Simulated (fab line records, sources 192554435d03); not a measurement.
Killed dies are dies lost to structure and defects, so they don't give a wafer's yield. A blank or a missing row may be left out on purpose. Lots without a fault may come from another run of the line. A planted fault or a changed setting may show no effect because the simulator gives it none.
fab line records | flow n5_finfet
record lots=5 wafers=15 last_day=17
route steps=1938 shown BEOL_M11@1595 BEOL_M12@1602
lots that met no fault: from a run of the same line without faults
start_h: hours from the record's first day to the start of the lot's first wafer shown | wait_h: hours since the lot's step before | " the same as in the row above | L1.1+2: a row that stands for several wafers | - no value, or no start given | * or withheld: withheld | < > ~ a bound
route shown NAME@n: a module of which the file shows steps, and the number in the route of the first | usual: mean/standard deviation of fault-free wafers | same: alike in all rows | chamber/n: place in a boat | sites: the reading at each site | _std_site: their standard deviation | _edge_site: outer sites' mean less inner sites' | radius_mm: how far each site lies from the wafer's centre | mask NAME#n: copy n | behind: the tool/chamber that last shaped the wafer | hold: why the lot was held/for how many hours/how that ended | device: the transistor (n, p or np) that didn't switch | end of line: the same wafers' tests at the end of the route | a step without rows: its recipe alone | killed: dies lost to structure and defects at the first sort, not the wafer's yield | map: a wafer's dies, x killed, . not, _ none there
set.NAME: the setting as run; set.NAME@STEP: as run at that earlier step | model.NAME: the simulator's own value behind a step, which no gauge read
lots at some steps of the route; a table a step, a row a wafer
services: from which hour (start_h, from the record's first day; less than 0 if before it) a tool's chamber was out of use, for how many hours, and why
## steps
# step N5_BEOL_M11_ANNEAL_51
# recipe temp_c=225 time_s=90 ambient=N2
# usual anneal_temp_c_max=225.79/0.24 wafer_temp_C_max=225.84/0.24
# columns lot.wafer tool chamber start_h wait_h anneal_temp_c_max wafer_temp_C_max
L079.2 rtp_anneal-01 0 266.82 0.4 225.80 225.86
L079.3 " 0 " " 225.52 226.31
L079.4 " 0 " " 225.72 225.90
L082.2 rtp_anneal-02 0 284.76 0.5 225.47 225.95
L082.5 " 0 " " 225.73 225.70
L082.6 " 0 " " 225.48 225.78
L091.3 rtp_anneal-01 0 334.20 0.4 226.08 226.17
L091.5 " 0 " " 225.97 225.58
L091.6 " 0 " " 225.98 225.90
L090.1 rtp_anneal-02 0 339.67 0.1 225.74 225.78
L090.3 " 0 " " 225.61 225.53
L090.4 " 0 " " 225.77 225.79
L096.1 rtp_anneal-01 0 370.37 0.6 226.08 226.38
L096.4 " 0 " " 225.70 225.84
L096.5 " 0 " " 225.73 226.55
# step N5_BEOL_M11_CMP_52
# recipe stop_on=SiCOH_lowk t_overpolish_s=7 down_force_psi=1 platen_rpm=50 clearing_platen_down_force_psi=1.5 clearing_platen_rpm=50 post_cmp_clean=cu_alkaline target_thk_nm=140 clearing_platen_pad_velocity_m_s=0.99484 pad_velocity_m_s=0.99484
# usual barrier_field_endpoint_s=29.1/0.78 motor_current_A=6.6/0.91 overpolish_run_s=7.000/0.009 time_to_endpoint_s=67/3.5
# columns lot.wafer tool chamber start_h wait_h barrier_field_endpoint_s motor_current_A overpolish_run_s time_to_endpoint_s
L079.2 cmp-03 1 267.07 0.2 28.4 8.2 6.998 59
L079.4 " 3 " " 28.7 5.9 6.987 63
L079.3 " 0 " " 29.4 5.8 6.990 63
L082.2 cmp-04 0 285.02 0.2 31.3 6.9 7.000 74
L082.5 " 0 " " 31.1 7.4 7.018 76
L082.6 " 1 " " 31.3 5.8 7.020 71
L091.3 cmp-01 1 334.52 0.3 29.2 7.2 6.990 67
L091.6 " 2 " " 29.5 6.6 7.007 66
L091.5 " 3 " " 29.2 7.0 6.988 66
L090.4 cmp-03 1 340.24 0.2 28.4 8.0 6.990 63
L090.1 " 2 " " 29.6 5.5 6.987 70
L090.3 " 0 " " 29.5 6.4 7.001 71
L096.4 cmp-03 3 371.10 0.4 30.0 5.6 6.998 68
L096.1 " 0 " " 29.3 6.1 7.005 67
L096.5 " 2 " " 29.4 5.6 7.008 64
# step N5_BEOL_M11_THK_MEAS_53
# recipe thk_meas_gauge=xrf reads=Cu_of_BEOL_M11_ECD_50
# usual M11_THK=145/3.5
# columns lot.wafer tool chamber start_h wait_h M11_THK[nm]
L079.2 film_metro-01 - 267.36 - 145
L079.3 " - " " 150
L079.4 " - " " 147
L082.2 film_metro-02 - 285.32 - 147
L082.5 " - " " 145
L082.6 " - " " 147
L091.3 film_metro-02 - 334.70 - 148
L091.5 " - " " 144
L091.6 " - " " 147
L090.1 film_metro-01 - 340.53 - 148
L090.3 " - " " 142
L090.4 " - " " 144
L096.1 film_metro-01 - 371.32 - 142
L096.4 " - " " 145
L096.5 " - " " 142
# step N5_BEOL_M11_PRE_CLEAN_55
# recipe gas=NH3 time_s=15 temp_c=withheld rf_power_w=300
# columns lot.wafer tool chamber start_h wait_h
L079.2+3+4 pecvd-04 0,0,1 267.40 0.0
L082.2+5+6 pecvd-03 1,2,1 285.35 0.0
L091.3+5+6 pecvd-03 1 334.76 0.1
L090.1+3+4 pecvd-01 2,1,2 340.57 0.0
L096.1+4+5 pecvd-03 0,0,2 371.36 0.0
# step N5_BEOL_M11_DEP_56
# recipe material=SiCN target_thk_a=300 temp_c=withheld precursor=3MS/NH3 pressure_torr=3 rf_w=675 time_s=10.5
# usual showerhead_plenum_p_Torr=4.160/0.015 throttle_valve_pct=17.8/0.82
# columns lot.wafer tool chamber start_h wait_h showerhead_plenum_p_Torr throttle_valve_pct
L079.2 pecvd-04 0 267.44 0.0 4.131 17.9
L079.3 " 0 " " 4.148 18.0
L079.4 " 1 " " 4.132 18.1
L082.2 pecvd-03 1 285.38 0.0 4.169 18.3
L082.5 " 2 " " 4.200 16.9
L082.6 " 1 " " 4.169 18.5
L091.3 pecvd-03 1 334.84 0.1 4.171 18.6
L091.5 " 1 " " 4.166 18.5
L091.6 " 1 " " 4.170 18.2
L090.1 pecvd-01 2 340.59 0.0 4.162 17.0
L090.3 " 1 " " 4.165 18.8
L090.4 " 2 " " 4.170 16.8
L096.1 pecvd-03 0 371.38 0.0 4.156 19.0
L096.4 " 0 " " 4.146 18.7
L096.5 " 2 " " 4.201 17.0
# step N5_BEOL_M11_RS_MEAS_57
# recipe thk_meas_gauge=four-point-probe reads=Cu_of_BEOL_M11_ECD_50+Co_of_BEOL_M11_CVD_75+TaN_of_BEOL_M11_ALD_74
# usual M11_RS=0.151/0.0037
# columns lot.wafer tool chamber start_h wait_h M11_RS[ohm/sq]
L079.2 film_metro-02 - 267.52 0.1 0.151
L079.3 " - " " 0.147
L079.4 " - " " 0.151
L082.2 film_metro-01 - 285.44 0.0 0.149
L082.5 " - " " 0.151
L082.6 " - " " 0.148
L091.3 film_metro-02 - 334.95 0.1 0.147
L091.5 " - " " 0.151
L091.6 " - " " 0.148
L090.1 film_metro-01 - 340.66 0.0 0.148
L090.3 " - " " 0.155
L090.4 " - " " 0.152
L096.1 film_metro-01 - 371.44 0.0 0.154
L096.4 " - " " 0.151
L096.5 " - " " 0.155
# step N5_BEOL_M11_INSPECT_58
# recipe inspect_instrument=darkfield mode=post_dep
# usual raw_defect_count=65/21
# columns lot.wafer tool chamber start_h wait_h raw_defect_count
L079.2 defect_inspect-02 - 267.54 0.0 62
L079.3 " - " " 83
L079.4 " - " " 82
L082.2 defect_inspect-02 - 285.47 0.0 63
L082.5 " - " " 47
L082.6 " - " " 48
L091.3 defect_inspect-01 - 334.97 0.0 73
L091.5 " - " " 48
L091.6 " - " " 52
L090.1 defect_inspect-01 - 340.68 0.0 80
L090.3 " - " " 110
L090.4 " - " " 91
L096.1 defect_inspect-02 - 371.47 0.0 68
L096.4 " - " " 53
L096.5 " - " " 59
# step N5_BEOL_M12_ILD_DEP_00
# recipe material=SiOC target_thk_a=6589.2 temp_c=350 precursor=DEMS/O2 pressure_torr=5 rf_w=500 time_s=130.7
# usual heater_power_w=441/80 showerhead_plenum_p_Torr=5.693/0.013 throttle_valve_pct=12.0/0.52
# columns lot.wafer tool chamber start_h wait_h heater_power_w showerhead_plenum_p_Torr throttle_valve_pct
L079.2 pecvd-02 0 267.58 0.0 433 5.668 12.6
L079.3 " 1 " " 410 5.695 12.5
L079.4 " 1 " " 429 5.693 12.1
L082.2 pecvd-01 1 285.51 0.0 380 5.718 12.3
L082.5 " 2 " " 523 5.708 11.3
L082.6 " 1 " " 301 5.694 12.7
L091.3 pecvd-01 0 335.01 0.0 671 5.688 11.2
L091.5 " 0 " " 666 5.700 11.0
L091.6 " 1 " " 296 5.694 12.3
L090.1 pecvd-02 2 340.72 0.0 491 5.712 12.0
L090.3 " 0 " " 430 5.684 12.4
L090.4 " 1 " " 361 5.714 12.5
L096.1 pecvd-01 1 371.51 0.0 370 5.683 12.4
L096.4 " 2 " " 459 5.696 11.3
L096.5 " 0 " " 607 5.679 11.1
# step N5_BEOL_M12_THK_MEAS_01
# recipe reads=SiOC_of_BEOL_M12_ILD_DEP_00
# usual M12_ILD_THK=658/8.4
# columns lot.wafer tool chamber start_h wait_h M12_ILD_THK[nm]
L079.2 film_metro-01 - 267.71 0.1 656
L079.3 " - " " 655
L079.4 " - " " 665
L082.2 film_metro-02 - 285.64 0.1 651
L082.5 " - " " 664
L082.6 " - " " 653
L091.3 film_metro-01 - 335.14 0.1 655
L091.5 " - " " 667
L091.6 " - " " 650
L090.1 film_metro-01 - 340.85 0.1 654
L090.3 " - " " 651
L090.4 " - " " 668
L096.1 film_metro-01 - 371.64 0.1 647
L096.4 " - " " 665
L096.5 " - " " 664
# step N5_BEOL_M12_COAT_58
# recipe resist=BARC temp_c=205 time_s=60 spin_rpm=1500 resist_thk_nm=89
# columns lot.wafer tool chamber start_h wait_h
L079.2+3+4 litho_track-01 0 267.74 0.0
L082.2+5+6 litho_track-05 0 285.67 0.0
L091.3+5+6 litho_track-05 0 335.17 0.0
L090.1+3+4 litho_track-05 0 340.88 0.0
L096.1+4+5 litho_track-05 0 371.67 0.0
# step N5_BEOL_M12_COAT_04
# recipe spin_rpm=1625 resist_thk_nm=400
# columns lot.wafer tool chamber start_h wait_h
L079.2+3+4 litho_track-01 0 - -
L082.2+5+6 litho_track-05 0 - -
L091.3+5+6 litho_track-05 0 - -
L090.1+3+4 litho_track-05 0 - -
L096.1+4+5 litho_track-05 0 - -
# step N5_BEOL_M12_EBR_06
# recipe solvent=PGMEA ebr_width_mm=1.5
# columns lot.wafer tool chamber start_h wait_h
L079.2+3+4 litho_track-01 0 - -
L082.2+5+6 litho_track-05 0 - -
L091.3+5+6 litho_track-05 0 - -
L090.1+3+4 litho_track-05 0 - -
L096.1+4+5 litho_track-05 0 - -
# step N5_BEOL_M12_SOFTBAKE_05
# recipe temp_c=130 time_s=60
# columns lot.wafer tool chamber start_h wait_h
L079.2+3+4 litho_track-01 0 - -
L082.2+5+6 litho_track-05 0 - -
L091.3+5+6 litho_track-05 0 - -
L090.1+3+4 litho_track-05 0 - -
L096.1+4+5 litho_track-05 0 - -
# step N5_BEOL_M12_EXPOSE_07
# recipe mask_id=V11 na=0.93 source_shape=conventional sigma_outer=0.6 polarization=unpolarized attpsm_phase_deg=180 dose_mj=32.5
# columns lot.wafer tool chamber start_h wait_h mask
L079.2+3+4 krf_scanner-02 0 267.97 - V11#0
L082.2+5+6 krf_scanner-01 0 285.90 - V11#0
L091.3+5+6 krf_scanner-02 0 335.28 - V11#0
L090.1+3+4 krf_scanner-02 0 340.98 - V11#0
L096.1+4+5 krf_scanner-01 0 371.90 - V11#0
# step N5_BEOL_M12_PEB_08
# recipe peb_temp_c=130 peb_time_s=90
# columns lot.wafer tool chamber start_h wait_h
L079.2+3+4 litho_track-01 0 268.02 0.0
L082.2+5+6 litho_track-05 0 285.95 0.0
L091.3+5+6 litho_track-05 0 335.33 0.0
L090.1+3+4 litho_track-01 0 341.04 0.1
L096.1+4+5 litho_track-01 0 371.96 0.1
# step N5_BEOL_M12_DEVELOP_09
# recipe develop_time_s=45 rinse_liquid=diw dry=air_spin dev_temp_c=21
# same develop_time_s=45
# columns lot.wafer tool chamber start_h wait_h
L079.2+3+4 litho_track-01 0 - -
L082.2+5+6 litho_track-05 0 - -
L091.3+5+6 litho_track-05 0 - -
L090.1+3+4 litho_track-01 0 - -
L096.1+4+5 litho_track-01 0 - -
# step N5_BEOL_M12_HARDBAKE_14
# recipe temp_c=130 time_s=120
# columns lot.wafer tool chamber start_h wait_h
L079.2+3+4 litho_track-01 0 - -
L082.2+5+6 litho_track-05 0 - -
L091.3+5+6 litho_track-05 0 - -
L090.1+3+4 litho_track-01 0 - -
L096.1+4+5 litho_track-01 0 - -
# step N5_BEOL_M12_CD_MEAS_10
# recipe target_cd_nm=140 landing_energy_ev=500 detector=se_inlens polarity=opening
# usual cd_nm=140.3/1.9
# columns lot.wafer tool chamber start_h wait_h cd_nm
L079.2 cd_sem-02 0 268.14 - 140.7
L079.3 " 0 " " 139.5
L079.4 " 0 " " 139.7
L082.2 cd_sem-01 0 286.07 - 139.8
L082.5 " 0 " " 139.2
L082.6 " 0 " " 138.8
L091.3 cd_sem-03 0 335.45 - 140.2
L091.5 " 0 " " 140.2
L091.6 " 0 " " 138.9
L090.1 cd_sem-02 0 341.15 - 139.5
L090.3 " 0 " " 140.9
L090.4 " 0 " " 141.7
L096.1 cd_sem-01 0 372.07 - 141.1
L096.4 " 0 " " 143.9
L096.5 " 0 " " 143.7
# step N5_BEOL_M12_OVL_MEAS_11
# recipe points_per_wafer=44
# usual V11_OVL=-5/5.7
# columns lot.wafer tool chamber start_h wait_h V11_OVL[nm]
L079.2 overlay-01 0 268.17 0.0 -11
L079.3 " 0 " " -10
L079.4 " 0 " " -3
L082.2 overlay-01 0 286.10 0.0 -2
L082.5 " 0 " " -10
L082.6 " 0 " " -7
L091.3 overlay-01 0 335.47 0.0 -2
L091.5 " 0 " " 3
L091.6 " 0 " " -3
L090.1 overlay-02 0 341.18 0.0 -4
L090.3 " 0 " " -1
L090.4 " 0 " " -4
L096.1 overlay-02 0 372.11 0.0 -4
L096.4 " 0 " " 2
L096.5 " 0 " " 6
# step N5_BEOL_M12_INSPECT_12
# recipe mode=adi inspect_instrument=macro
# usual raw_defect_count=2.0/1.4
# columns lot.wafer tool chamber start_h wait_h raw_defect_count
L079.2 defect_inspect-02 - 268.19 0.0 1
L079.3 " - " " 0
L079.4 " - " " 3
L082.2 defect_inspect-01 - 286.12 0.0 3
L082.5 " - " " 1
L082.6 " - " " 0
L091.3 defect_inspect-01 - 335.50 0.0 3
L091.5 " - " " 1
L091.6 " - " " 1
L090.1 defect_inspect-01 - 341.21 0.0 2
L090.3 " - " " 3
L090.4 " - " " 1
L096.1 defect_inspect-02 - 372.14 0.0 4
L096.4 " - " " 3
L096.5 " - " " 1
# step N5_BEOL_M12_DESCUM_15
# recipe chemistry=O2 time_s=7.9 source_power_w=50 bias_power_w=20 pressure_mtorr=20 rf_frequency_hz=2.712e+07 temp_c=40 o2_flow_sccm=225
# usual drypump_motor_current_A=5.7/0.43 oes_product_au=0.82/0.058 rf_vpp_V=243.6/1.3 showerhead_plenum_p_Torr=2.12/0.069 throttle_valve_pct=20.33/0.25
# columns lot.wafer tool chamber start_h wait_h drypump_motor_current_A oes_product_au rf_hours_counter_h rf_vpp_V showerhead_plenum_p_Torr throttle_valve_pct
L079.2 rie_diel-06 3 268.23 0.0 5.8 0.81 104 244.4 2.18 20.12
L079.3 " 2 " " 5.1 0.83 61 244.0 2.12 20.01
L079.4 " 0 " " 6.1 0.81 87 247.2 2.22 20.16
L082.2 rie_diel-02 3 286.21 0.1 4.9 0.77 128 242.9 2.11 20.18
L082.5 " 1 " " 5.7 0.91 - 243.6 2.12 19.92
L082.6 " 0 " " 6.4 0.87 - 242.0 2.02 20.63
L091.3 rie_diel-03 0 335.94 0.4 6.1 0.76 154 243.0 2.07 20.71
L091.5 " 0 " " 6.1 0.77 - 242.6 2.07 20.72
L091.6 " 1 " " 5.6 0.83 - 245.9 2.23 20.46
L090.1 rie_diel-06 1 342.18 1.0 6.0 0.73 160 241.8 2.02 20.60
L090.3 " 0 " " 6.1 0.79 113 244.6 2.21 20.21
L090.4 " 2 " " 5.1 0.81 88 245.5 2.11 20.02
L096.1 rie_diel-02 1 372.18 0.0 5.7 0.87 44 244.0 2.11 19.98
L096.4 " 0 " " 6.4 0.84 88 241.9 2.02 20.66
L096.5 " 2 " " 5.6 0.90 - 241.9 2.05 20.24
# step N5_BEOL_M12_ETCH_59
# recipe chemistry=N2/H2 target=BARC target_depth_a=890 overetch_a=267 time_s=67.9 ion_energy_ev=200 pressure_mtorr=30 source_w=840 bias_w=150 n2_flow_sccm=200 h2_flow_sccm=200
# usual bias_w=149.9/0.44 drypump_motor_current_A=5.7/0.44 oes_product_au=0.70/0.044 rf_vpp_V=524.6/2.4 showerhead_plenum_p_Torr=2.57/0.087 throttle_valve_pct=17.79/0.27
# columns lot.wafer tool chamber start_h wait_h bias_w drypump_motor_current_A oes_product_au rf_hours_counter_h rf_vpp_V showerhead_plenum_p_Torr throttle_valve_pct
L079.2 rie_diel-06 3 268.26 0.0 150.0 5.8 0.68 104 525.7 2.66 17.67
L079.3 " 2 " " 149.9 5.1 0.70 61 523.8 2.58 17.62
L079.4 " 0 " " 149.9 6.1 0.69 87 527.6 2.69 17.57
L082.2 rie_diel-02 3 286.25 0.0 150.1 4.9 0.66 128 524.2 2.56 17.65
L082.5 " 1 " " 149.0 5.7 0.77 - 525.6 2.59 17.49
L082.6 " 0 " " 150.5 6.5 0.73 - 520.9 2.48 18.16
L091.3 rie_diel-03 0 335.97 0.0 150.9 6.1 0.66 154 523.8 2.54 18.36
L091.5 " 0 " " 150.5 6.1 0.66 - 524.8 2.54 18.34
L091.6 " 1 " " 150.4 5.7 0.71 - 527.1 2.67 17.59
L090.1 rie_diel-06 1 342.21 0.0 150.2 6.1 0.64 160 522.9 2.42 17.80
L090.3 " 0 " " 149.6 6.1 0.67 113 528.3 2.68 17.63
L090.4 " 2 " " 149.7 5.1 0.67 88 523.9 2.57 17.67
L096.1 rie_diel-02 1 372.22 0.0 150.4 5.7 0.74 44 525.1 2.58 17.52
L096.4 " 0 " " 149.2 6.5 0.71 88 520.7 2.47 18.20
L096.5 " 2 " " 149.5 5.6 0.76 - 522.0 2.47 17.63
# step N5_BEOL_M12_VIA_ETCH_16
# recipe chemistry=C4F8/O2/Ar target=SiOC pressure_mtorr=30 source_w=3000 bias_w=700 Ar_flow_sccm=400 C4F8_flow_sccm=15 O2_flow_sccm=8 he_inner_torr=15 he_outer_torr=30 target_depth_a=7248 time_s=withheld ion_energy_ev=250 ends=cleared
# usual bias_w=700.3/2.3 drypump_motor_current_A=5.7/0.44 he_inner_torr=15.000/0.029 mfc_ar_sccm=400.0/1.2 oes_product_au=0.74/0.051 rf_vpp_V=666.4/3 showerhead_plenum_p_Torr=3.45/0.096 throttle_valve_pct=24.08/0.28
# columns lot.wafer tool chamber start_h wait_h bias_w drypump_motor_current_A he_inner_torr mfc_ar_sccm oes_product_au rf_vpp_V showerhead_plenum_p_Torr throttle_valve_pct
L079.2 rie_diel-06 3 268.31 0.0 703.8 5.8 15.015 401.6 0.72 670.0 3.58 24.04
L079.3 " 2 " " 701.3 5.1 14.985 401.4 0.75 666.6 3.46 23.82
L079.4 " 0 " " 700.7 6.1 14.987 399.9 0.73 670.8 3.57 23.70
L082.2 rie_diel-02 3 286.30 0.0 698.4 4.9 15.021 400.8 0.70 665.9 3.44 23.93
L082.5 " 1 " " 700.9 5.7 14.996 399.2 0.82 667.7 3.48 23.84
L082.6 " 0 " " 701.4 6.5 14.976 400.0 0.78 663.8 3.34 24.57
L091.3 rie_diel-03 0 336.03 0.0 699.3 6.1 15.024 398.6 0.70 666.6 3.43 24.70
L091.5 " 0 " " 697.6 6.1 14.942 398.8 0.69 664.8 3.43 24.72
L091.6 " 1 " " 696.9 5.7 15.021 399.1 0.74 670.7 3.56 23.93
L090.1 rie_diel-06 1 342.26 0.0 698.9 6.1 14.992 400.2 0.66 661.7 3.27 24.21
L090.3 " 0 " " 701.3 6.1 15.004 401.7 0.70 669.8 3.55 23.72
L090.4 " 2 " " 696.7 5.1 14.973 400.7 0.72 667.0 3.45 23.86
L096.1 rie_diel-02 1 372.27 0.0 700.8 5.7 15.056 400.2 0.78 667.3 3.47 23.86
L096.4 " 0 " " 696.5 6.4 15.001 398.3 0.74 663.0 3.33 24.59
L096.5 " 2 " " 700.6 5.6 14.952 396.6 0.80 663.1 3.34 23.99
# step N5_BEOL_M12_STRIP_63
# recipe chemistry=N2/H2 power_w=1000 temp_c=250 h2_frac=0.65 overash_fraction=0.3 pressure_mtorr=1000 n2_flow_sccm=1750 h2_flow_sccm=3250
# usual drypump_motor_current_A=5.67/0.3 heater_power_w=334/35 oes_product_au=0.692/0.0042 strip_time_to_endpoint_s=42.3/0.86
# columns lot.wafer tool chamber start_h wait_h drypump_motor_current_A heater_power_w oes_product_au rf_hours_counter_h strip_time_to_endpoint_s
L079.2 plasma_asher-02 0 268.51 - 6.02 282 0.695 78 41.4
L079.3 " 1 " " 5.76 346 0.694 - 42.0
L079.4 " 0 " " 6.03 284 0.689 - 42.3
L082.2 plasma_asher-02 1 286.50 - 5.78 344 0.696 81 42.8
L082.5 " 1 " " 5.78 348 0.689 - 42.0
L082.6 " 0 " " 5.98 291 0.695 - 42.9
L091.3 plasma_asher-02 0 336.25 - 5.99 284 0.692 - 43.5
L091.5 " 0 " " 6.01 286 0.693 - 42.1
L091.6 " 1 " " 5.78 356 0.689 - 42.4
L090.1 plasma_asher-02 0 342.46 - 6.01 283 0.693 93 42.5
L090.3 " 0 " " 6.01 284 0.688 - 43.2
L090.4 " 1 " " 5.77 338 0.691 - 41.2
L096.1 plasma_asher-01 1 372.47 - 5.37 352 0.697 136 43.0
L096.4 " 0 " " 5.28 384 0.693 - 42.0
L096.5 " 1 " " 5.35 343 0.682 - 41.4
# step N5_BEOL_M12_STRIP_64
# recipe chemistry=N2/H2 power_w=1000 temp_c=250 h2_frac=0.65 overash_fraction=0.3 pressure_mtorr=withheld n2_flow_sccm=1750 h2_flow_sccm=3250
# usual drypump_motor_current_A=5.68/0.3 heater_power_w=334/35 oes_product_au=0.716/0.004 strip_time_to_endpoint_s=31.30/0.075
# columns lot.wafer tool chamber start_h wait_h drypump_motor_current_A heater_power_w oes_product_au rf_hours_counter_h strip_time_to_endpoint_s
L079.2 plasma_asher-02 0 268.57 0.0 6.02 289 0.719 78 31.33
L079.3 " 1 " " 5.77 342 0.711 - 31.34
L079.4 " 0 " " 6.01 281 0.716 - 31.33
L082.2 plasma_asher-02 1 286.56 0.0 5.80 342 0.720 81 31.30
L082.5 " 1 " " 5.79 347 0.717 - 31.30
L082.6 " 0 " " 6.03 284 0.710 - 31.30
L091.3 plasma_asher-02 0 336.31 0.0 6.02 285 0.713 - 31.38
L091.5 " 0 " " 6.03 284 0.719 - 31.43
L091.6 " 1 " " 5.80 352 0.721 - 31.40
L090.1 plasma_asher-02 0 342.52 0.0 6.01 290 0.716 93 31.31
L090.3 " 0 " " 6.03 285 0.719 - 31.28
L090.4 " 1 " " 5.77 350 0.718 - 31.23
L096.1 plasma_asher-01 1 372.53 0.0 5.35 349 0.714 136 31.34
L096.4 " 0 " " 5.28 381 0.716 - 31.34
L096.5 " 1 " " 5.35 346 0.719 - 31.39
# step N5_BEOL_M12_STRIP_71
# recipe chemistry=post_etch_residue_remover time_s=60 temp_c=25 remover_ph=withheld remover_water_wt_pct=withheld remover_fluoride_wt_pct=withheld
# columns lot.wafer tool chamber start_h wait_h
L079.2+3+4 wet_bench-03 3,2,6 268.66 0.1
L082.2+5+6 wet_bench-06 3,0,4 286.65 0.1
L091.3+5+6 wet_bench-06 6,5,2 336.37 0.0
L090.1+3+4 wet_bench-06 6,4,7 342.61 0.1
L096.1+4+5 wet_bench-01 2,3,0 372.61 0.1
# step N5_BEOL_M12_SRD_72
# recipe time_s=30 temp_c=23 rinse_liquid=diw dry=n2_spin spin_rpm=1500 dry_time_s=30
# usual do_supply_ppb=10.00/0.099
# same dry_time_s=30
# columns lot.wafer tool chamber start_h wait_h do_supply_ppb
L079.2 wet_bench-03 3 268.68 0.0 9.88
L079.3 " 2 " " 9.92
L079.4 " 6 " " 9.90
L082.2 wet_bench-06 3 286.67 0.0 10.01
L082.5 " 0 " " 10.08
L082.6 " 4 " " 10.10
L091.3 wet_bench-06 6 336.39 0.0 10.02
L091.5 " 5 " " 10.16
L091.6 " 2 " " 10.00
L090.1 wet_bench-06 6 342.63 0.0 10.02
L090.3 " 4 " " 10.05
L090.4 " 7 " " 10.06
L096.1 wet_bench-01 2 372.63 0.0 10.11
L096.4 " 3 " " 10.11
L096.5 " 0 " " 10.14
# step N5_BEOL_M12_CD_MEAS_17
# recipe target_cd_nm=140 polarity=opening
# usual cd_nm=140.6/2.1
# columns lot.wafer tool chamber start_h wait_h cd_nm
L079.2 cd_sem-03 - 268.72 0.0 140.3
L079.3 " - " " 140.7
L079.4 " - " " 140.3
L082.2 cd_sem-02 - 286.71 0.0 139.9
L082.5 " - " " 137.9
L082.6 " - " " 140.1
L091.3 cd_sem-02 - 336.43 0.0 139.3
L091.5 " - " " 140.9
L091.6 " - " " 142.4
L090.1 cd_sem-01 - 342.67 0.0 139.7
L090.3 " - " " 140.6
L090.4 " - " " 142.0
L096.1 cd_sem-02 - 372.67 0.0 139.3
L096.4 " - " " 142.7
L096.5 " - " " 144.5
# step N5_BEOL_M12_COAT_65
# recipe resist=SOC temp_c=250 time_s=60 spin_rpm=1500 resist_thk_nm=300
# columns lot.wafer tool chamber start_h wait_h
L079.2+3+4 litho_track-01 0 268.76 0.0
L082.2+5+6 litho_track-05 0 286.74 0.0
L091.3+5+6 litho_track-05 0 336.47 0.0
L090.1+3+4 litho_track-01 0 342.71 0.0
L096.1+4+5 litho_track-05 0 372.71 0.0
# step N5_BEOL_M12_COAT_66
# recipe resist=SiARC temp_c=220 time_s=60 spin_rpm=1500 resist_thk_nm=110
# columns lot.wafer tool chamber start_h wait_h
L079.2+3+4 litho_track-01 0 - -
L082.2+5+6 litho_track-05 0 - -
L091.3+5+6 litho_track-05 0 - -
L090.1+3+4 litho_track-01 0 - -
L096.1+4+5 litho_track-05 0 - -
# step N5_BEOL_M12_COAT_22
# recipe spin_rpm=2888 resist_thk_nm=300
# columns lot.wafer tool chamber start_h wait_h
L079.2+3+4 litho_track-01 0 - -
L082.2+5+6 litho_track-05 0 - -
L091.3+5+6 litho_track-05 0 - -
L090.1+3+4 litho_track-01 0 - -
L096.1+4+5 litho_track-05 0 - -
# step N5_BEOL_M12_EBR_24
# recipe solvent=PGMEA ebr_width_mm=1.5
# columns lot.wafer tool chamber start_h wait_h
L079.2+3+4 litho_track-01 0 - -
L082.2+5+6 litho_track-05 0 - -
L091.3+5+6 litho_track-05 0 - -
L090.1+3+4 litho_track-01 0 - -
L096.1+4+5 litho_track-05 0 - -
# step N5_BEOL_M12_SOFTBAKE_23
# recipe temp_c=130 time_s=60
# columns lot.wafer tool chamber start_h wait_h
L079.2+3+4 litho_track-01 0 - -
L082.2+5+6 litho_track-05 0 - -
L091.3+5+6 litho_track-05 0 - -
L090.1+3+4 litho_track-01 0 - -
L096.1+4+5 litho_track-05 0 - -
# step N5_BEOL_M12_EXPOSE_25
# recipe mask_id=M12 na=0.93 source_shape=conventional sigma_outer=0.4 polarization=unpolarized dose_mj=21.8
# columns lot.wafer tool chamber start_h wait_h mask
L079.2+3+4 krf_scanner-01 0 268.88 - M12#0
L082.2+5+6 krf_scanner-02 0 286.99 - M12#0
L091.3+5+6 krf_scanner-01 0 336.60 - M12#0
L090.1+3+4 krf_scanner-01 0 342.95 - M12#0
L096.1+4+5 krf_scanner-02 0 372.95 - M12#0
# step N5_BEOL_M12_PEB_26
# recipe peb_temp_c=130 peb_time_s=90
# columns lot.wafer tool chamber start_h wait_h
L079.2+3+4 litho_track-05 0 268.93 0.0
L082.2+5+6 litho_track-05 0 287.04 0.0
L091.3+5+6 litho_track-04 0 336.64 0.0
L090.1+3+4 litho_track-05 0 343.01 0.1
L096.1+4+5 litho_track-05 0 373.01 0.1
# step N5_BEOL_M12_DEVELOP_27
# recipe develop_time_s=45 rinse_liquid=diw dry=air_spin dev_temp_c=21
# same develop_time_s=45
# columns lot.wafer tool chamber start_h wait_h
L079.2+3+4 litho_track-05 0 - -
L082.2+5+6 litho_track-05 0 - -
L091.3+5+6 litho_track-04 0 - -
L090.1+3+4 litho_track-05 0 - -
L096.1+4+5 litho_track-05 0 - -
## services
# columns tool chamber start_h hours kind
cmp-03 - 243.89 5.3 pm
rie_diel-03 2 246.73 2.6 repair
pecvd-03 - 257.52 0.3 repair
cmp-01 - 257.60 4.0 pm
krf_scanner-02 - 278.03 1.0 pm
krf_scanner-01 - 280.89 0.8 pm
litho_track-01 - 285.79 - consumable_replace:filter
cmp-01 - 294.79 0.3 repair
cmp-04 - 301.90 1.0 repair
rie_diel-06 - 307.32 2.8 pm
plasma_asher-01 - 309.25 10.4 repair
cmp-04 - 309.92 4.0 pm
litho_track-05 - 315.18 - consumable_replace:filter
pecvd-01 - 318.31 6.0 pm
rie_diel-02 - 329.88 24.2 repair
pecvd-03 0 330.27 10.9 repair
krf_scanner-01 - 331.12 3.6 pm
cmp-04 - 339.29 2.1 repair
cmp-04 - 345.60 0.3 repair
wet_bench-01 - 346.44 1.3 repair
cmp-03 - 357.06 1.5 repair
krf_scanner-01 - 364.05 1.0 pm
cmp-04 - 368.89 0.9 repair
cmp-01 - 370.50 3.1 repair
## key
fault none
